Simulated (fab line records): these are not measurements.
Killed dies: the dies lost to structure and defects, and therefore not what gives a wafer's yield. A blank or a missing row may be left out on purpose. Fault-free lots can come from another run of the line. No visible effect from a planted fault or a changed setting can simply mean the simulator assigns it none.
Matching of chambers -- flow nand harc -- pecvd-03 running NHARC_A_SLIT_DEP_25: 3 sister chambers
The step deposits SiO2, target thk 200 nm. 3 wafers are shown with their chamber, then 9 later ones without.

== WAFERS, EACH WITH ITS CHAMBER ==
wafer,chamber,heater power w (W)
L087.2,0,633
L087.4,1,593
L087.6,2,483

== WAFERS WITH NO CHAMBER GIVEN ==
wafer,heater power w (W)
L090.1,634
L090.4,640
L090.5,647
L091.1,456
L091.4,510
L091.5,621
L097.3,559
L097.4,671
L097.6,426

== WHICH CHAMBER EACH ONE RAN IN ==
wafer,from the rows above,in truth
L090.1,can't be placed: 0 or 1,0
L090.4,can't be placed: 0 or 1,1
L090.5,can't be placed: 0 or 1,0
L091.1,2,2
L091.4,can't be placed: 2 or 1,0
L091.5,can't be placed: 0 or 1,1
L097.3,can't be placed: 1 or 0 or 2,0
L097.4,can't be placed: 0 or 1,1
L097.6,2,2
Correctly placed: 2 of 9. These rows do not allow placing 7 (true chamber among the candidates in 6). Placed wrongly: 0.
How it was worked out, from the rows above alone: a wafer's distance from a chamber is the root of the sum, over the readings, of the square of ((its reading less the chamber's mean) divided by the reading's scatter). If the next closest chamber is less than 2 further off than the closest, the wafer can't be placed; otherwise it belongs to the closest. The mean given for a chamber averages the wafers shown for that chamber. The scatter (one wafer shown for each chamber): square how far every hidden wafer sits from the nearest shown wafer, average those squares and take the square root.
